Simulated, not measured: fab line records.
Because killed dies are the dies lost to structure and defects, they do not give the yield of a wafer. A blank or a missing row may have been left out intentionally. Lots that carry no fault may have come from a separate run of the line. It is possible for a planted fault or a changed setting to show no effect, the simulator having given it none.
Split-lot trial | flow n5Finfet | route with 1938 steps; 7 lots, 21 wafers read

== THE SPLIT ITSELF ==
At N5_BEOL_M13_CMP_49 (polishes, stops on SiOC, t overpolish 17.1 s, target thk 420 nm), the setting downForcePsi was moved away from the recipe's 1 psi on 7 of the 21 wafers read, by -19.8% to +21.5%. The other wafers ran this setting at the recipe's value.

The reading comes from the split's own step.

== THE READING ==
barrierFieldEndpointS, in s, at N5_BEOL_M13_CMP_49 (polishes, stops on SiOC, t overpolish 17.1 s, target thk 420 nm). Fault-free wafers of this fab line usually give 30.5 s, standard deviation 0.81 s.

wafer  | tool, chamber at the split | downForcePsi as run, psi | against the recipe | barrierFieldEndpointS, s | against lot-mates on the recipe
L076.2 | cmp-03, 1                  | 1                        | recipe             | 31.1                     | -
L076.1 | cmp-03, 0                  | 0.8535                   | -14.6%             | 38.0                     | +6.9
L076.5 | cmp-03, 2                  | 0.8535                   | -14.6%             | 37.9                     | +6.8
L074.3 | cmp-01, 0                  | 1.215                    | +21.5%             | 25.3                     | -4.5
L074.2 | cmp-01, 3                  | 1                        | recipe             | 29.8                     | -
L074.6 | cmp-01, 0                  | 1.215                    | +21.5%             | 24.8                     | -5.0
L084.1 | cmp-01, 1                  | 1                        | recipe             | 31.4                     | -
L084.3 | cmp-01, 2                  | 1                        | recipe             | 30.8                     | -
L084.6 | cmp-01, 0                  | 1                        | recipe             | 30.7                     | -
L083.2 | cmp-02, 3                  | 1                        | recipe             | 30.0                     | -
L083.3 | cmp-02, 0                  | 1                        | recipe             | 30.5                     | -
L083.5 | cmp-02, 2                  | 1                        | recipe             | 30.4                     | -
L092.4 | cmp-01, 3                  | 1                        | recipe             | 30.1                     | -
L092.1 | cmp-01, 0                  | 0.8771                   | -12.3%             | 35.1                     | +5.3
L092.6 | cmp-01, 2                  | 1                        | recipe             | 29.5                     | -
L094.1 | cmp-02, 0                  | 1                        | recipe             | 29.8                     | -
L094.3 | cmp-02, 2                  | 1                        | recipe             | 29.6                     | -
L094.5 | cmp-02, 0                  | 0.8021                   | -19.8%             | 37.2                     | +7.5
L095.1 | cmp-02, 1                  | 1.125                    | +12.5%             | 27.1                     | -3.1
L095.2 | cmp-02, 2                  | 1                        | recipe             | 29.9                     | -
L095.4 | cmp-02, 3                  | 1                        | recipe             | 30.5                     | -

FIT RESULTS
A straight line over all 21 wafers: barrierFieldEndpointS changes by -0.332 s for each +1% of downForcePsi; r = -0.95; the points scatter about the line by 1.1 s.
The same after taking each lot's own level away (the mean of its wafers on the recipe; 21 wafers): -0.319 s for each +1%; r = -0.96; scatter 0.93 s.
According to that fit, moving downForcePsi by its largest amount changes the reading by 6.8 s.
The lots' own levels span 29.70 to 31.10 s, that is 1.7 times the standard deviation above.
The two slopes are in agreement: the lot-to-lot level therefore moves the slope only a little.
Check: -6.96 s against its lot-mates is what the line predicts for one of the wafers moved furthest among these (+21.5%) when that wafer is left out of the fit. It came out at -4.5 s against them.
Tool readings at the split's step, against how far the setting was moved: barrierFieldEndpointS r = -0.95.

== FURTHER SPLITS ON THESE WAFERS ==
Before the reading, these wafers also passed through other splits. Each is held against what the fit with the lots' levels taken away leaves over:
other split on the same wafers | wafers away from the commonest value | r with barrierFieldEndpointS (lot level and that fit taken away)
N5_BEOL_M11_EXPOSE_08 doseMj   | 7                                    | +0.24
N5_BEOL_M11_EXPOSE_25 doseMj   | 2                                    | +0.47
N5_BEOL_M12_SPUTTER_44 timeS   | 4                                    | -0.13

== THE FILE'S OWN FIT ==
barrierFieldEndpointS changes by -0.329 s for each +1% of downForcePsi, r = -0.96.
